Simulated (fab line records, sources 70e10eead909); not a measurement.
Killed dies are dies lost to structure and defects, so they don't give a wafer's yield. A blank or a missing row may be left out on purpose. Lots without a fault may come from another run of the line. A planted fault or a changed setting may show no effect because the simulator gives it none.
A struck lot beside a sound one | flow nand_harc | 14 steps out of a route of 1159
Sound: wafers L373.4, L373.5, L373.6. Struck: wafer L390.6. (L390.5 of the same lot was not struck and is left out.) The cause comes at the end.
At each step with rows: each side's tool, then ch and its chambers, then its first start. Under that, the readings that differ: sound wafers | struck wafers | difference of the means | sigmas: that difference in standard deviations of wafers without a fault.
alike: readings whose means differ by less than 2 such deviations, and words and numbers that are the same on both sides. not compared: withheld readings, readings that some wafer has no value for, bounds like >300 that may hide the same value, and numbers for which the record gives no deviation and whose values overlap.
The two part at a step that has a row with sigmas, a row that says differs or no value, or rows on one side only. Numbers that don't overlap but have no deviation are shown without sigmas and don't part them. A reading that every wafer of one side lacks parts them only if that side has two wafers or more.

NHARC_A_STAIRCASE_TRIM_220: chemistry O2, time 211.2 s.
  sound on rie_diel-01 ch 1,2,3, day 11 01:42; struck on rie_diel-02 ch 2, day 15 15:14
  alike: drypump_motor_current_A, oes_product_au, rf_vpp_V, showerhead_plenum_p_Torr, throttle_valve_pct
  not compared: rf_hours_counter_h
then, 1 step without rows for these wafers: NHARC_A_STAIRCASE_ETCH_221 (etches the open film in C4F8/O2, target depth 100 nm, time 40.5 s).
NHARC_A_STAIRCASE_TRIM_222: chemistry O2, time 211.2 s.
  sound on rie_diel-01 ch 0,1; struck on rie_diel-02 ch 1
  alike: drypump_motor_current_A, oes_product_au, rf_vpp_V, showerhead_plenum_p_Torr, throttle_valve_pct
  not compared: rf_hours_counter_h
NHARC_A_STAIRCASE_ETCH_223: etches the open film in C4F8/O2, target depth 100 nm, time 40.5 s.
  sound on rie_diel-01 ch 1,2; struck on rie_diel-02 ch 1
  alike: oes_product_au, rf_vpp_V
  not compared: rf_hours_counter_h
then, 2 steps without rows for these wafers: NHARC_A_STAIRCASE_TRIM_224 (chemistry O2, time 211.2 s); NHARC_A_STAIRCASE_ETCH_225 (etches the open film in C4F8/O2, target depth 100 nm, time 40.5 s).
NHARC_A_STAIRCASE_TRIM_226: chemistry O2, time 211.2 s.
  sound on rie_diel-01 ch 1,2,3; struck on rie_diel-02 ch 3
  reading                         | sound          | struck | difference | sigmas
  showerhead_plenum_p_Torr (Torr) | 3.46 3.63 3.68 | 3.32   | -0.27      | -2
  alike: drypump_motor_current_A, oes_product_au, rf_vpp_V, throttle_valve_pct
  not compared: rf_hours_counter_h
then, 3 steps without rows for these wafers: NHARC_A_STAIRCASE_ETCH_227 (etches the open film in C4F8/O2, target depth 100 nm, time 40.5 s); NHARC_A_STAIRCASE_TRIM_229 (chemistry O2, time 211.2 s); NHARC_A_STAIRCASE_ETCH_230 (etches the open film in C4F8/O2, target depth 100 nm, time 40.5 s).
NHARC_A_STAIRCASE_TRIM_231: chemistry O2, time 211.2 s.
  sound on rie_diel-02 ch 1,2,3; struck on rie_diel-02 ch 2
  reading                | sound                | struck | difference | sigmas
  throttle_valve_pct (%) | 17.046 17.054 17.036 | 17.023 | -0.022     | -2
  alike: drypump_motor_current_A, oes_product_au, rf_vpp_V, showerhead_plenum_p_Torr
  not compared: rf_hours_counter_h
NHARC_A_STAIRCASE_ETCH_232: etches the open film in C4F8/O2, target depth 100 nm, time 40.5 s.
  sound on rie_diel-02 ch 2,3, day 11 03:18; struck on rie_diel-02 ch 3, day 15 16:50
  reading               | sound             | struck | difference | sigmas
  oes_product_au (a.u.) | 0.928 0.926 0.923 | 1.314  | +0.388     | +28
  alike: rf_vpp_V
  not compared: rf_hours_counter_h
then, 1 step without rows for these wafers: NHARC_A_STAIRCASE_TRIM_233 (chemistry O2, time 211.2 s).
-- the record jumps here: 9 days lie between the struck wafers' starts before and after (it left off in module A_STAIRCASE and takes up again in module END, whose first step shown is number 1159 of the route) --
NHARC_END_SORT_01:
  the record has rows for the struck wafers here (prober-01 ch 0, day 24 18:36) and none for the sound ones

WHERE THEY PART
First at NHARC_A_STAIRCASE_TRIM_226; last, within this record, at NHARC_END_SORT_01.

WHY: what the simulator had put in
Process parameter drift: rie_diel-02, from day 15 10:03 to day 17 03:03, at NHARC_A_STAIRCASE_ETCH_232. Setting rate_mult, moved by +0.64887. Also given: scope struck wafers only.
